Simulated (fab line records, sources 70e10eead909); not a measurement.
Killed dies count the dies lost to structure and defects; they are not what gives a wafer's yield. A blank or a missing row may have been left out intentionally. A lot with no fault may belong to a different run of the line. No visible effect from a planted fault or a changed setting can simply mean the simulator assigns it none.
8D (eight disciplines) problem report, filled in by code + flow nand-harc + the parts of the form that need people (team, actions taken, sign-off) are left out

## 1. WHAT IS WRONG
At NHARC_A_SLIT_SOFTBAKE_04, heater-power-total-W averages 197.09 W over 3 wafers from 3 lots, while fault-free wafers read 188.45 W, standard deviation 0.14. Relative to the usual mean, that is a shift of +62 standard deviations.
The step: time 55 s.
Seen first at day 17 11:00 on litho-track-01, wafer L426.1. The record has a number at this step for 42 wafers belonging to 15 lots. By rule, "out" or "out of limits" means more than 4 standard deviations away from the usual mean. Any other wafer with a number is counted as sound.

## 2. WHAT IT IS; WHAT IT IS NOT
| question                    | is                     | is not                                                                                                   |
|-----------------------------|------------------------|----------------------------------------------------------------------------------------------------------|
| which readings at this step | heater-power-total-W   | -                                                                                                        |
| which lots                  | L426, L429, L430       | L414, L415, L416, L417, L418, L419, L421, L433, L434, L435, L436, L437                                   |
| which wafers of those lots  | L426.1, L429.1, L430.1 | L426.2, L429.2, L430.6                                                                                   |
| read on which tools         | litho-track-01         | litho-track-04, litho-track-06                                                                           |
| when                        | from day 17 11:00      | up to then (22 sound wafers); but 17 sound wafers of L429, L430, L433, L434, L435, L436, L437 came after |

## 3. SUSPECTS, AND WHAT RULES EACH OUT
Counting: if a tool at a process step up to the reading ran every lot that is out, it stays a suspect. Sound lots after the first of them don't rule it out here, since some wafers of a struck lot are sound.
- litho-track-01 at NHARC_A_SLIT_SOFTBAKE_04 (time 55 s): kept. Ran every lot that is out, first one L426 (day 17 11:00); last sound lot up to then L417 (day 14 18:00). Its own readings are out on those wafers: heater-power-total-W.
The count leaves litho-track-01 at NHARC_A_SLIT_SOFTBAKE_04.

## 4. THE CAUSE (what the simulator had put in)
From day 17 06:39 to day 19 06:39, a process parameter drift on litho-track-01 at NHARC_A_SLIT_SOFTBAKE_04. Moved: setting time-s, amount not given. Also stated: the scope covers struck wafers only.
After counting, this tool was the only one left.

## 5. SEQUENCE OF EFFECTS, ordered by route
Each row: a reading whose mean over the struck wafers that have a number lies more than 3 standard deviations from the usual. Readings are gone through only where the record gives a usual standard deviation; hours: the median, over the lots, of the time from a lot's start at the first step in this table giving one to that lot's start at this step; sigmas: the change measured in usual standard deviations.
| hours | step                     | reading              | usual    | on struck wafers | change | sigmas |
|-------|--------------------------|----------------------|----------|------------------|--------|--------|
| 0     | NHARC_A_SLIT_SOFTBAKE_04 | heater-power-total-W | 188.45 W | 197.09           | +8.64  | +62    |
Process steps it contains:
- NHARC_A_SLIT_SOFTBAKE_04: time 55 s.
Later steps that measure or inspect, where all struck wafers having a row at the step show a number for every such reading and not one has moved that far: NHARC_END_SORT_01.

## 6. WHAT WOULD HAVE CAUGHT IT SOONER
In this record the first reading out of limits was taken at day 17 11:00, 4 hours after the fault began at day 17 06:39.
